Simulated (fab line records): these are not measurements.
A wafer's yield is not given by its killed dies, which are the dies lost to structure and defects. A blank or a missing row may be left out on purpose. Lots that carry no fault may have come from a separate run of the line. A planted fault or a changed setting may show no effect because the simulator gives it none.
Which tool did it?    flow nand harc    12 lots with 36 wafers sampled at 5 steps, on a route of 1159 steps

WHAT EACH GAUGE READ, for each wafer
NHARC_A_CHANNEL_HOLE_D1_CD_MEAS_18.
lot   measured      on         cd nm (nm)
L908  day 8 19:19   cd sem-02  99.9 99.7 100.0
L911  day 9 05:10   cd sem-02  100.4 100.8 101.1
L910  day 9 06:19   cd sem-01  98.3 100.6 96.2
L912  day 9 13:47   cd sem-01  98.2 100.1 97.9
L913  day 9 21:13   cd sem-01  99.7 97.9 98.1
L914  day 9 19:10   cd sem-02  101.3 98.8 99.3
L919  day 12 04:14  cd sem-02  97.4 101.2 99.5
L918  day 12 05:07  cd sem-02  99.0 97.6 99.9
L924  day 12 12:19  cd sem-03  99.3 98.4 98.7
L923  day 12 12:28  cd sem-02  100.7 98.2 98.4
L929  day 13 16:07  cd sem-01  98.7 99.3 99.4
L930  day 13 23:20  cd sem-02  96.4 97.5 100.2

NHARC_END_SORT_01.
lot   measured      on         killed at array  killed at other  killed at periphery  killed dies  killed open  killed short
L913  day 21 08:11  prober-02  676 672 670      0 2 1            1 3 6                677 677 677  1 1 6        2 2 2
L919  day 23 20:12  prober-01  671 673 675      1 0 0            5 4 2                677 677 677  6 5 4        2 3 2
L918  day 23 14:49  prober-01  671 672 675      1 1 0            5 4 2                677 677 677  3 5 3        4 1 0

TOOL THAT RAN EACH LOT (tool first, then ch and the chambers of the sampled wafers, then the start)
lot   NHARC_A_CHANNEL_HOLE_D1_DEP_00                                   NHARC_A_CHANNEL_HOLE_D1_ETCH_34                NHARC_A_CHANNEL_HOLE_D1_ETCH_16
L908  acl dep-03 ch 0, day 8 15:47                                     rie diel-01 ch 0,1,3, day 8 19:19 or earlier   rie diel-01 ch 0,1, day 8 19:19 or earlier
L911  acl dep-02 ch 0, day 9 01:31                                     rie diel-13 ch 2,3, day 9 05:10 or earlier     rie diel-13 ch 0,1, day 9 05:10 or earlier
L910  acl dep-03 ch 0, day 9 02:08                                     rie diel-01 ch 0,1,3, day 9 06:19 or earlier   rie diel-01 ch 0,1, day 9 06:19 or earlier
L912  acl dep-03 ch 0, day 9 09:51                                     rie diel-13 ch 0,1,3, day 9 13:47 or earlier   rie diel-13 ch 0,1,2, day 9 13:47 or earlier
L913  acl dep-02 ch 0, day 9 14:51                                     rie diel-01 ch 0,1,2, day 9 21:13 or earlier   rie diel-01 ch 1,2,3, day 9 21:13 or earlier
L914  acl dep-01 ch 0, day 9 15:50                                     rie diel-13 ch 0,1,3, day 9 19:10 or earlier   rie diel-13 ch 0,2,3, day 9 19:10 or earlier
L919  acl dep-03 ch 0, day 11 21:09 and acl dep-01 ch 0, day 11 23:32  rie diel-12 ch 1,2,3, day 12 04:14 or earlier  rie diel-12 ch 1,2,3, day 12 04:14 or earlier
L918  acl dep-03 ch 0, day 12 00:00                                    rie diel-12 ch 0,1,2, day 12 05:07 or earlier  rie diel-12 ch 0,3, day 12 05:07 or earlier
L924  acl dep-02 ch 0, day 12 08:49                                    rie diel-01 ch 1,2,3, day 12 12:19 or earlier  rie diel-01 ch 1,2,3, day 12 12:19 or earlier
L923  acl dep-01 ch 0, day 12 08:59                                    rie diel-13 ch 0,1,2, day 12 12:28 or earlier  rie diel-13 ch 1,2, day 12 12:28 or earlier
L929  acl dep-02 ch 0, day 13 12:25                                    rie diel-01 ch 1,2, day 13 16:07 or earlier    rie diel-01 ch 0,1,2, day 13 16:07 or earlier
L930  acl dep-01 ch 0, day 13 19:24                                    rie diel-01 ch 0,2,3, day 13 23:20 or earlier  rie diel-01 ch 0,1,2, day 13 23:20 or earlier
- NHARC_A_CHANNEL_HOLE_D1_DEP_00: deposits aC, target thk 3100 nm.
- NHARC_A_CHANNEL_HOLE_D1_ETCH_34: etches the open film in CF4/CHF3, target depth 154 nm, time 77 s.
- NHARC_A_CHANNEL_HOLE_D1_ETCH_16: etches the open film in O2/COS, target depth 3100 nm, time 806 s.

WHAT THE TOOLS THEMSELVES READ (means of the sampled wafers that have a number; where no wafer has one, the mark that the record gives instead)
NHARC_A_CHANNEL_HOLE_D1_DEP_00.
lot   tool                   throttle valve pct (%)
L908  acl dep-03             35.001
L911  acl dep-02             35.004
L910  acl dep-03             34.994
L912  acl dep-03             35.001
L913  acl dep-02             35.002
L914  acl dep-01             35.006
L919  acl dep-03/acl dep-01  35.003
L918  acl dep-03             34.999
L924  acl dep-02             35.007
L923  acl dep-01             34.998
L929  acl dep-02             35.000
L930  acl dep-01             34.998

NHARC_A_CHANNEL_HOLE_D1_ETCH_34.
lot   tool         drypump motor current A (A)  oes product au (a.u.)  rf fwd power W (W)  rf vpp V (V)  showerhead plenum p Torr (Torr)  throttle valve pct (%)
L908  rie diel-01  5.4                          0.963                  495.6               371.8         1.62                             16.805
L911  rie diel-13  6.4                          0.970                  497.6               370.1         1.55                             16.798
L910  rie diel-01  5.4                          0.941                  495.4               372.2         1.62                             16.801
L912  rie diel-13  5.9                          0.960                  494.1               370.0         1.57                             16.801
L913  rie diel-01  5.4                          0.942                  494.6               372.9         1.65                             16.796
L914  rie diel-13  5.9                          0.961                  494.7               370.5         1.57                             16.806
L919  rie diel-12  6.0                          0.937                  496.9               369.1         1.52                             16.813
L918  rie diel-12  6.0                          0.959                  497.9               369.2         1.55                             16.800
L924  rie diel-01  5.3                          0.964                  495.8               371.8         1.62                             16.796
L923  rie diel-13  6.2                          0.916                  494.6               371.8         1.60                             16.806
L929  rie diel-01  5.3                          0.916                  495.5               372.7         1.66                             16.804
L930  rie diel-01  5.4                          0.918                  494.1               373.3         1.65                             16.787

NHARC_A_CHANNEL_HOLE_D1_ETCH_16.
lot   tool         drypump motor current A (A)  oes product au (a.u.)  rf fwd power W (W)  rf vpp V (V)  showerhead plenum p Torr (Torr)  throttle valve pct (%)
L908  rie diel-01  5.5                          0.988                  498.6               315.7         3.27                             28.319
L911  rie diel-13  6.0                          0.998                  498.9               315.5         3.17                             28.324
L910  rie diel-01  5.4                          0.996                  498.3               315.8         3.21                             28.325
L912  rie diel-13  6.2                          1.000                  499.3               314.9         3.18                             28.323
L913  rie diel-01  5.4                          1.002                  499.6               314.9         3.23                             28.327
L914  rie diel-13  6.1                          1.000                  498.9               314.7         3.14                             28.330
L919  rie diel-12  6.1                          1.002                  501.7               312.8         3.01                             28.325
L918  rie diel-12  6.2                          1.016                  499.2               311.8         2.98                             28.337
L924  rie diel-01  5.4                          0.996                  500.2               316.1         3.22                             28.337
L923  rie diel-13  6.4                          0.994                  499.7               313.9         3.11                             28.322
L929  rie diel-01  5.4                          1.006                  499.0               316.4         3.27                             28.335
L930  rie diel-01  5.4                          1.000                  499.8               316.8         3.27                             28.329

THE ANSWER, worked out from the rows above alone
Rule: usual is defined by the lots themselves. The widest of any qualifying gaps counts: lots, ordered by their means at a reading, are off when they make up no more than a third of the lots, leave a main group of 4 or more, and stand apart from it by 3 or more times the standard deviation of that group's means. A main group whose means are all the same, to the digits that the tables above print for the reading, isn't used. Also off: a lot with no number at a reading for which 4 or more lots have one. Where the step has rows for the other lots, those lots are counted as sound. First the gauges in route order, then the tools' own readings, where a lot's mean is used as printed above. The first step at which some lot is off is used, and at that step the reading that is off furthest; a lot without a number counts as furthest.
Nothing can be told from this: no lot is off at any reading shown.

WHAT THE SIMULATOR HAD INSERTED
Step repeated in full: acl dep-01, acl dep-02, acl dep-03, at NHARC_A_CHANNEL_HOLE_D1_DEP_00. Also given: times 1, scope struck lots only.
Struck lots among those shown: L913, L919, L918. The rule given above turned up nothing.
